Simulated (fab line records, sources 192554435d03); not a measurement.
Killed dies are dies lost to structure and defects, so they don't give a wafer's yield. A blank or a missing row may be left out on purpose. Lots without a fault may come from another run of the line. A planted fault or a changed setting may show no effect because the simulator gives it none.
Which tool did it? | flow n5_finfet | 24 lots, 72 wafers sampled, at 6 steps of a route of 1938

WHAT THE GAUGES READ, wafer by wafer
The record holds no reading of a measuring or inspecting step that can be judged against a usual standard deviation.

WHICH TOOL RAN EACH LOT (tool, then ch and the chambers of the sampled wafers, then the start)
lot  | N5_BEOL_M1_DESCUM_33               | N5_BEOL_M1_ALD_98                 | N5_BEOL_M1_ANNEAL_91         | N5_BEOL_M1_SPUTTER_94        | N5_BEOL_M1_ANNEAL_95         | N5_BEOL_M1_SPUTTER_96
L074 | rie_diel-02 ch 1,2, day 6 03:41    | ald_sin-03 ch 2,3, day 6 04:01    | pvd_sputter-01, day 6 08:16  | pvd_sputter-01, day 6 08:38  | pvd_sputter-01, day 6 08:43  | pvd_sputter-01, day 6 08:51
L075 | rie_diel-06 ch 0,1,3, day 6 08:04  | ald_sin-03 ch 0,1,2, day 6 08:13  | pvd_sputter-03, day 6 14:07  | pvd_sputter-03, day 6 14:28  | pvd_sputter-03, day 6 14:33  | pvd_sputter-03, day 6 14:41
L076 | rie_diel-01 ch 1,3, day 6 11:31    | ald_sin-03 ch 2,3, day 6 11:39    | pvd_sputter-03, day 6 16:52  | pvd_sputter-03, day 6 17:14  | pvd_sputter-03, day 6 17:19  | pvd_sputter-03, day 6 17:27
L077 | rie_diel-01 ch 0,3, day 6 23:02    | ald_sin-02 ch 0,2,3, day 6 23:19  | pvd_sputter-02, day 7 03:14  | pvd_sputter-02, day 7 03:35  | pvd_sputter-02, day 7 03:40  | pvd_sputter-02, day 7 03:49
L078 | rie_diel-06 ch 0,2,3, day 7 03:28  | ald_sin-03 ch 0,1,2, day 7 03:49  | pvd_sputter-03, day 7 08:31  | pvd_sputter-03, day 7 08:53  | pvd_sputter-03, day 7 08:58  | pvd_sputter-03, day 7 09:06
L079 | rie_diel-01 ch 1,2, day 7 10:05    | ald_sin-02 ch 0,1,3, day 7 10:56  | pvd_sputter-01, day 7 16:37  | pvd_sputter-01, day 7 16:58  | pvd_sputter-01, day 7 17:03  | pvd_sputter-01, day 7 17:11
L080 | rie_diel-01 ch 0,1, day 7 18:55    | ald_sin-03 ch 0,1,3, day 7 19:02  | pvd_sputter-02, day 8 06:29  | pvd_sputter-02, day 8 06:50  | pvd_sputter-02, day 8 06:55  | pvd_sputter-02, day 8 07:04
L081 | rie_diel-02 ch 2,3, day 8 00:41    | ald_sin-04 ch 0,1,2, day 8 00:58  | pvd_sputter-02, day 8 11:33  | pvd_sputter-02, day 8 11:55  | pvd_sputter-02, day 8 11:59  | pvd_sputter-02, day 8 12:08
L082 | rie_diel-02 ch 0,1,2, day 8 06:12  | ald_sin-02 ch 0,1,3, day 8 06:48  | pvd_sputter-03, day 8 14:59  | pvd_sputter-03, day 8 15:20  | pvd_sputter-03, day 8 15:25  | pvd_sputter-03, day 8 15:34
L083 | rie_diel-01 ch 2,3, day 8 13:09    | ald_sin-03 ch 1,3, day 8 13:17    | pvd_sputter-02, day 8 19:28  | pvd_sputter-02, day 8 19:49  | pvd_sputter-02, day 8 19:54  | pvd_sputter-02, day 8 20:02
L084 | rie_diel-01 ch 0,1,3, day 8 14:26  | ald_sin-02 ch 0,1,3, day 8 14:51  | pvd_sputter-03, day 9 05:23  | pvd_sputter-03, day 9 05:44  | pvd_sputter-03, day 9 05:49  | pvd_sputter-03, day 9 05:58
L085 | rie_diel-01 ch 1,2, day 9 03:46    | ald_sin-02 ch 0,3, day 9 04:16    | pvd_sputter-03, day 9 13:16  | pvd_sputter-03, day 9 13:37  | pvd_sputter-03, day 9 13:42  | pvd_sputter-03, day 9 13:50
L086 | rie_diel-06 ch 2,3, day 9 04:08    | ald_sin-02 ch 0,1,2, day 9 04:22  | pvd_sputter-02, day 9 13:21  | pvd_sputter-02, day 9 13:43  | pvd_sputter-02, day 9 13:47  | pvd_sputter-02, day 9 13:56
L087 | rie_diel-01 ch 0,3, day 9 12:41    | ald_sin-02 ch 2,3, day 9 12:49    | pvd_sputter-02, day 9 19:58  | pvd_sputter-02, day 9 20:20  | pvd_sputter-02, day 9 20:25  | pvd_sputter-02, day 9 20:33
L088 | rie_diel-01 ch 0,2,3, day 9 16:51  | ald_sin-02 ch 0,1,2, day 9 16:59  | pvd_sputter-02, day 9 22:54  | pvd_sputter-02, day 9 23:16  | pvd_sputter-02, day 9 23:20  | pvd_sputter-02, day 9 23:29
L089 | rie_diel-02 ch 0,2,3, day 9 22:35  | ald_sin-02 ch 0,1,3, day 9 22:44  | pvd_sputter-01, day 10 03:54 | pvd_sputter-01, day 10 04:16 | pvd_sputter-01, day 10 04:20 | pvd_sputter-01, day 10 04:29
L090 | rie_diel-02 ch 1,2, day 10 04:44   | ald_sin-02 ch 1,3, day 10 04:52   | pvd_sputter-02, day 10 17:08 | pvd_sputter-02, day 10 17:30 | pvd_sputter-02, day 10 17:35 | pvd_sputter-02, day 10 17:43
L091 | rie_diel-01 ch 1,2, day 10 06:37   | ald_sin-04 ch 0,1,2, day 10 06:49 | pvd_sputter-03, day 10 17:56 | pvd_sputter-03, day 10 18:17 | pvd_sputter-03, day 10 18:22 | pvd_sputter-03, day 10 18:31
L093 | rie_diel-02 ch 1,2, day 10 14:48   | ald_sin-04 ch 1,2,3, day 10 14:56 | pvd_sputter-01, day 10 19:09 | pvd_sputter-01, day 10 19:31 | pvd_sputter-01, day 10 19:35 | pvd_sputter-01, day 10 19:44
L092 | rie_diel-02 ch 1,2,3, day 10 15:10 | ald_sin-04 ch 0,3, day 10 15:45   | pvd_sputter-03, day 10 22:33 | pvd_sputter-03, day 10 22:55 | pvd_sputter-03, day 10 22:59 | pvd_sputter-03, day 10 23:08
L094 | rie_diel-02 ch 1,2,3, day 11 07:55 | ald_sin-04 ch 0,2,3, day 11 08:04 | pvd_sputter-01, day 12 00:38 | pvd_sputter-01, day 12 00:59 | pvd_sputter-01, day 12 01:04 | pvd_sputter-01, day 12 01:13
L095 | rie_diel-06 ch 0,3, day 11 14:21   | ald_sin-03 ch 1,3, day 11 14:29   | pvd_sputter-02, day 12 03:29 | pvd_sputter-02, day 12 03:50 | pvd_sputter-02, day 12 03:55 | pvd_sputter-02, day 12 04:04
L096 | rie_diel-06 ch 0,2,3, day 11 14:30 | ald_sin-03 ch 1,2,3, day 11 14:38 | pvd_sputter-03, day 12 04:46 | pvd_sputter-03, day 12 05:07 | pvd_sputter-03, day 12 05:12 | pvd_sputter-03, day 12 05:20
L097 | rie_diel-01 ch 1,3, day 12 02:50   | ald_sin-02 ch 0,3, day 12 02:58   | pvd_sputter-03, day 12 08:28 | pvd_sputter-03, day 12 08:49 | pvd_sputter-03, day 12 08:54 | pvd_sputter-03, day 12 09:02
- N5_BEOL_M1_DESCUM_33: chemistry O2, time 7 s.
- N5_BEOL_M1_ALD_98: deposits SiO2, target thk 2.5 nm, pulse time 1 s, co reactant pulse time 1 s.
- N5_BEOL_M1_ANNEAL_91: time 240 s.
- N5_BEOL_M1_SPUTTER_94: material Cu, target thk 4.5 nm, time 8.29 s.
- N5_BEOL_M1_ANNEAL_95: time 240 s.
- N5_BEOL_M1_SPUTTER_96: material Cu, target thk 4.5 nm, time 8.29 s.

WHAT THE TOOLS THEMSELVES READ (means of the sampled wafers that have a number; where no wafer has one, the mark that the record gives instead)
N5_BEOL_M1_DESCUM_33.
lot  | tool        | drypump_motor_current_A (A) | oes_product_au (a.u.) | rf_vpp_V (V) | showerhead_plenum_p_Torr (Torr) | throttle_valve_pct (%)
L074 | rie_diel-02 | 5.6                         | 0.75                  | 243.5        | 2.13                            | 20.39
L075 | rie_diel-06 | 5.6                         | 0.77                  | 243.5        | 2.10                            | 20.35
L076 | rie_diel-01 | 6.2                         | 0.88                  | 243.3        | 2.11                            | 20.31
L077 | rie_diel-01 | 5.7                         | 0.82                  | 244.6        | 2.19                            | 20.55
L078 | rie_diel-06 | 5.5                         | 0.78                  | 243.5        | 2.12                            | 20.44
L079 | rie_diel-01 | 6.2                         | 0.83                  | 242.6        | 2.05                            | 20.17
L080 | rie_diel-01 | 6.1                         | 0.86                  | 242.5        | 2.08                            | 20.43
L081 | rie_diel-02 | 6.2                         | 0.69                  | 243.7        | 2.11                            | 20.54
L082 | rie_diel-02 | 5.6                         | 0.72                  | 242.1        | 2.05                            | 20.50
L083 | rie_diel-01 | 5.7                         | 0.75                  | 242.4        | 2.11                            | 20.16
L084 | rie_diel-01 | 5.9                         | 0.85                  | 244.8        | 2.13                            | 20.50
L085 | rie_diel-01 | 6.1                         | 0.82                  | 242.2        | 2.05                            | 20.18
L086 | rie_diel-06 | 5.3                         | 0.77                  | 243.8        | 2.15                            | 20.48
L087 | rie_diel-01 | 5.6                         | 0.79                  | 243.8        | 2.16                            | 20.69
L088 | rie_diel-01 | 5.6                         | 0.78                  | 244.9        | 2.13                            | 20.44
L089 | rie_diel-02 | 6.0                         | 0.69                  | 242.4        | 2.07                            | 20.66
L090 | rie_diel-02 | 5.6                         | 0.72                  | 243.9        | 2.11                            | 20.44
L091 | rie_diel-01 | 6.1                         | 0.81                  | 242.6        | 2.05                            | 20.20
L093 | rie_diel-02 | 5.6                         | 0.72                  | 243.0        | 2.11                            | 20.44
L092 | rie_diel-02 | 5.8                         | 0.71                  | 242.7        | 2.08                            | 20.44
L094 | rie_diel-02 | 5.8                         | 0.70                  | 242.4        | 2.08                            | 20.45
L095 | rie_diel-06 | 5.8                         | 0.89                  | 242.5        | 2.09                            | 20.34
L096 | rie_diel-06 | 5.5                         | 0.82                  | 243.9        | 2.11                            | 20.41
L097 | rie_diel-01 | 6.1                         | 0.81                  | 243.6        | 2.15                            | 20.43

N5_BEOL_M1_ALD_98.
lot  | tool       | heater_power_w (W) | precursor_pulse_height_rel
L074 | ald_sin-03 | 81                 | 0.999
L075 | ald_sin-03 | 82                 | 1.013
L076 | ald_sin-03 | 84                 | 0.995
L077 | ald_sin-02 | 80                 | 0.993
L078 | ald_sin-03 | 83                 | 0.996
L079 | ald_sin-02 | 77                 | 0.997
L080 | ald_sin-03 | 81                 | 0.993
L081 | ald_sin-04 | 83                 | 1.004
L082 | ald_sin-02 | 76                 | 1.026
L083 | ald_sin-03 | 82                 | 1.009
L084 | ald_sin-02 | 76                 | 1.012
L085 | ald_sin-02 | 83                 | 0.992
L086 | ald_sin-02 | 74                 | 1.011
L087 | ald_sin-02 | 82                 | 1.011
L088 | ald_sin-02 | 73                 | 0.988
L089 | ald_sin-02 | 76                 | 0.988
L090 | ald_sin-02 | 75                 | 1.007
L091 | ald_sin-04 | 82                 | 0.998
L093 | ald_sin-04 | 90                 | 0.981
L092 | ald_sin-04 | 86                 | 1.005
L094 | ald_sin-04 | 85                 | 1.010
L095 | ald_sin-03 | 84                 | 1.006
L096 | ald_sin-03 | 87                 | 0.999
L097 | ald_sin-02 | 82                 | 0.996

N5_BEOL_M1_ANNEAL_91.
lot  | tool           | heater_power_w (W)
L074 | pvd_sputter-01 | 804
L075 | pvd_sputter-03 | 778
L076 | pvd_sputter-03 | 756
L077 | pvd_sputter-02 | 994
L078 | pvd_sputter-03 | 748
L079 | pvd_sputter-01 | 778
L080 | pvd_sputter-02 | 922
L081 | pvd_sputter-02 | 782
L082 | pvd_sputter-03 | 775
L083 | pvd_sputter-02 | 896
L084 | pvd_sputter-03 | 792
L085 | pvd_sputter-03 | 803
L086 | pvd_sputter-02 | 979
L087 | pvd_sputter-02 | 915
L088 | pvd_sputter-02 | 844
L089 | pvd_sputter-01 | 805
L090 | pvd_sputter-02 | 836
L091 | pvd_sputter-03 | 783
L093 | pvd_sputter-01 | 805
L092 | pvd_sputter-03 | 778
L094 | pvd_sputter-01 | 851
L095 | pvd_sputter-02 | 995
L096 | pvd_sputter-03 | 770
L097 | pvd_sputter-03 | 798

N5_BEOL_M1_SPUTTER_94.
lot  | tool           | throttle_valve_pct (%)
L074 | pvd_sputter-01 | 29.4
L075 | pvd_sputter-03 | 30.8
L076 | pvd_sputter-03 | 30.8
L077 | pvd_sputter-02 | 30.4
L078 | pvd_sputter-03 | 30.1
L079 | pvd_sputter-01 | 30.1
L080 | pvd_sputter-02 | 30.2
L081 | pvd_sputter-02 | 30.0
L082 | pvd_sputter-03 | 30.9
L083 | pvd_sputter-02 | 30.7
L084 | pvd_sputter-03 | 30.2
L085 | pvd_sputter-03 | 30.9
L086 | pvd_sputter-02 | 30.5
L087 | pvd_sputter-02 | 30.2
L088 | pvd_sputter-02 | 30.2
L089 | pvd_sputter-01 | 29.1
L090 | pvd_sputter-02 | 30.5
L091 | pvd_sputter-03 | 29.9
L093 | pvd_sputter-01 | 28.4
L092 | pvd_sputter-03 | 30.9
L094 | pvd_sputter-01 | 28.9
L095 | pvd_sputter-02 | 30.9
L096 | pvd_sputter-03 | 30.0
L097 | pvd_sputter-03 | 30.9

N5_BEOL_M1_ANNEAL_95.
lot  | tool           | heater_power_w (W)
L074 | pvd_sputter-01 | 817
L075 | pvd_sputter-03 | 766
L076 | pvd_sputter-03 | 772
L077 | pvd_sputter-02 | 997
L078 | pvd_sputter-03 | 736
L079 | pvd_sputter-01 | 788
L080 | pvd_sputter-02 | 924
L081 | pvd_sputter-02 | 776
L082 | pvd_sputter-03 | 791
L083 | pvd_sputter-02 | 913
L084 | pvd_sputter-03 | 793
L085 | pvd_sputter-03 | 804
L086 | pvd_sputter-02 | 985
L087 | pvd_sputter-02 | 915
L088 | pvd_sputter-02 | 843
L089 | pvd_sputter-01 | 798
L090 | pvd_sputter-02 | 842
L091 | pvd_sputter-03 | 786
L093 | pvd_sputter-01 | 825
L092 | pvd_sputter-03 | 793
L094 | pvd_sputter-01 | 839
L095 | pvd_sputter-02 | 995
L096 | pvd_sputter-03 | 771
L097 | pvd_sputter-03 | 800

N5_BEOL_M1_SPUTTER_96.
lot  | tool           | throttle_valve_pct (%)
L074 | pvd_sputter-01 | 29.3
L075 | pvd_sputter-03 | 30.9
L076 | pvd_sputter-03 | 30.7
L077 | pvd_sputter-02 | 30.5
L078 | pvd_sputter-03 | 29.9
L079 | pvd_sputter-01 | 30.1
L080 | pvd_sputter-02 | 30.4
L081 | pvd_sputter-02 | 30.0
L082 | pvd_sputter-03 | 30.7
L083 | pvd_sputter-02 | 30.9
L084 | pvd_sputter-03 | 30.3
L085 | pvd_sputter-03 | 30.9
L086 | pvd_sputter-02 | 30.4
L087 | pvd_sputter-02 | 30.3
L088 | pvd_sputter-02 | 30.2
L089 | pvd_sputter-01 | 29.2
L090 | pvd_sputter-02 | 30.6
L091 | pvd_sputter-03 | 30.1
L093 | pvd_sputter-01 | 28.4
L092 | pvd_sputter-03 | 30.8
L094 | pvd_sputter-01 | 28.9
L095 | pvd_sputter-02 | 30.7
L096 | pvd_sputter-03 | 30.1
L097 | pvd_sputter-03 | 31.0

THE ANSWER, worked out from the rows above alone
Rule: what is usual is taken from the lots themselves. Put in order of their means at a reading, lots are off if they are a third of the lots or fewer, leave a main group of 4 or more, and stand apart from it by a gap of 3 or more times the standard deviation of the main group's means; of several such gaps the widest counts. A main group whose means are all the same, to the digits that the tables above print for the reading, isn't used. A lot without any number at a reading at which 4 lots or more have one is off too. The other lots that the step has rows for count as sound. The gauges are gone through in route order, then the tools' own readings, and for those a lot's mean is taken as printed above. The first step at which some lot is off is used, and at that step the reading that is off furthest; a lot without a number counts as furthest.
No lot is off at any reading shown: from this, nothing can be told.

WHAT THE SIMULATOR HAD PUT IN
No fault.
